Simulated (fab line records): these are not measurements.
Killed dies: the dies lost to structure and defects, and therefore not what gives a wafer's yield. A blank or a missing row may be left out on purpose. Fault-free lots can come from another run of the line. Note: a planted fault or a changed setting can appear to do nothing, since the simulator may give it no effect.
Which tool was responsible?    flow n5Finfet    12 lots, 36 wafers sampled, at 2 steps of a route of 1938

== WHAT THE GAUGES READ, wafer by wafer ==
N5_BEOL_M10_INSPECT_13: inspects for defects (brightfield).
lot   measured      on                rawDefectCount
L075  day 9 22:24   defectInspect-01  245 326 426
L077  day 10 11:24  defectInspect-01  233 219 309
L079  day 10 16:49  defectInspect-02  226 332 299
L081  day 11 10:25  defectInspect-01  592 403 290
L082  day 11 21:02  defectInspect-02  378 306 418
L085  day 12 19:11  defectInspect-02  328 378 276
L086  day 13 06:04  defectInspect-02  353 330 342
L089  day 13 06:55  defectInspect-02  492 293 330
L091  day 14 17:13  defectInspect-02  349 350 480
L093  day 14 21:00  defectInspect-02  315 383 399
L094  day 15 07:25  defectInspect-01  520 428 334
L097  day 15 20:40  defectInspect-02  491 513 418

== WHICH TOOL RAN EACH LOT (tool, then ch and the chambers of the sampled wafers, then the start) ==
lot   N5_BEOL_M9_SURFACE_TREAT_79
L075  pvdSputter-03, day 9 19:10
L077  pvdSputter-01, day 10 07:48
L079  pvdSputter-02, day 10 14:22
L081  pvdSputter-01, day 11 07:18
L082  pvdSputter-03, day 11 16:26
L085  pvdSputter-01, day 12 16:19
L086  pvdSputter-03, day 13 01:53
L089  pvdSputter-03, day 13 02:31
L091  pvdSputter-03, day 14 10:44
L093  pvdSputter-03, day 14 17:23
L094  pvdSputter-02, day 15 04:17
L097  pvdSputter-02, day 15 17:26
- N5_BEOL_M9_SURFACE_TREAT_79

== THE ANSWER, worked out from the rows above alone ==
Rule: what is usual is taken from the lots themselves. Put in order of their means at a reading, lots are off if they are a third of the lots or fewer, leave a main group of 4 or more, and stand apart from it by a gap of 3 or more times the standard deviation of the main group's means; of several such gaps the widest counts. If all means in a main group match to the digits the tables above print for the reading, that group is not used. Also off: a lot with no number at a reading for which 4 or more lots have one. All remaining lots with rows at the step are treated as sound.
Across all readings shown, no lot is off: no conclusion can be drawn from this.

== WHAT THE SIMULATOR HAD PUT IN ==
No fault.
